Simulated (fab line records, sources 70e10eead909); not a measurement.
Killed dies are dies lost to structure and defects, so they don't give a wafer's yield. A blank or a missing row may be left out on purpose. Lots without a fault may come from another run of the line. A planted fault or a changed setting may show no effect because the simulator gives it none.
A struck lot beside a sound one | flow nand_harc | 13 steps out of a route of 1302
Sound: wafers L941.1, L941.4, L941.5. Struck: wafer L952.1. The cause comes at the end.
At each step with rows: each side's tool, then ch and its chambers, then its first start. Under that, the readings that differ: sound wafers | struck wafers | difference of the means | sigmas: that difference in standard deviations of wafers without a fault.
alike: readings whose means differ by less than 2 such deviations, and words and numbers that are the same on both sides. not compared: withheld readings, readings that some wafer has no value for, bounds like >300 that may hide the same value, and numbers for which the record gives no deviation and whose values overlap.
The two part at a step that has a row with sigmas, a row that says differs or no value, or rows on one side only. Numbers that don't overlap but have no deviation are shown without sigmas and don't part them. A reading that every wafer of one side lacks parts them only if that side has two wafers or more.

NHARC_A_CHANNEL_FILL_D2_STRIP_28: strips in O2, time 20 s.
  sound on rie_diel-07 ch 2,3, day 16 04:58; struck on rie_diel-07 ch 2, day 21 05:20
  alike: drypump_motor_current_A, o2_flow_sccm, oes_product_au, rf_vpp_V, showerhead_plenum_p_Torr, throttle_valve_pct
  not compared: rf_hours_counter_h
then, 4 steps without rows for these wafers: NHARC_A_CHANNEL_FILL_D2_PRECLEAN_21 (cleans in dHF, time 30 s); NHARC_A_CHANNEL_FILL_D2_SRD_23; NHARC_A_CHANNEL_FILL_D2_CVD_05 (deposits poly-Si, target thk 5 nm); NHARC_A_CHANNEL_FILL_D2_ANNEAL_22 (time 7200 s).
NHARC_A_CHANNEL_FILL_D2_ALD_25: deposits SiOx, target thk 60 nm, pulse time 10 s, ald cycles 600.
  sound on ald_hk-01 ch 1,3, day 16 16:57; struck on ald_hk-02 ch 0, day 21 19:03
  reading                    | sound             | struck | difference | sigmas
  heater_power_w (W)         | 525 342 345       | 544    | +140       | +2
  precursor_pulse_height_rel | 1.026 1.015 0.989 | 0.967  | -0.043     | -2
NHARC_A_CHANNEL_FILL_D2_ETCHBACK_08: etches the open film in C4F8, target depth 220 nm, time 110 s.
  sound on rie_diel-09 ch 2,3; struck on rie_diel-13 ch 3
  reading            | sound             | struck | difference | sigmas
  rf_fwd_power_W (W) | 596.2 598.0 597.8 | 593.5  | -3.8       | -2
  rf_vpp_V (V)       | 437 438 440       | 445    | +7         | +2
  alike: oes_product_au
  not compared: rf_hours_counter_h
NHARC_A_CHANNEL_FILL_D2_STRIP_29: strips in O2, time 20 s.
  sound on rie_diel-09 ch 0,1,3; struck on rie_diel-13 ch 0
  reading                     | sound                | struck | difference | sigmas
  drypump_motor_current_A (A) | 5.5 5.9 6.2          | 5.1    | -0.8       | -2
  throttle_valve_pct (%)      | 17.064 17.037 17.027 | 17.024 | -0.019     | -2
  alike: o2_flow_sccm, oes_product_au, rf_vpp_V, showerhead_plenum_p_Torr
  not compared: rf_hours_counter_h
then, 3 steps without rows for these wafers: NHARC_A_CHANNEL_FILL_D2_PRECLEAN_30 (cleans in dHF, time 30 s); NHARC_A_CHANNEL_FILL_D2_SRD_31; NHARC_A_CHANNEL_FILL_D2_CVD_09 (deposits poly-Si, target thk 150 nm, time 3000 s).
NHARC_A_CHANNEL_FILL_D2_CMP_10: polishes, target thk 150 nm.
  sound on cmp-03 ch 0,1,2, day 17 03:43; struck on cmp-01 ch 1, day 22 04:34
  reading                 | sound             | struck | difference | sigmas
  edge_zone_pressure_frac | 1.000 1.001 0.999 | 1.011  | +0.011     | +2
  time_to_endpoint_s (s)  | 16.5 18.9 18.6    | 6.4    | -11.6      | -6
  alike: motor_current_A
NHARC_END_SORT_01:
  the record has rows for the sound wafers here (prober-01 ch 0, day 25 14:41) and none for the struck ones

WHERE THEY PART
First at NHARC_A_CHANNEL_FILL_D2_ALD_25; last, within this record, at NHARC_END_SORT_01.

WHY: what the simulator had put in
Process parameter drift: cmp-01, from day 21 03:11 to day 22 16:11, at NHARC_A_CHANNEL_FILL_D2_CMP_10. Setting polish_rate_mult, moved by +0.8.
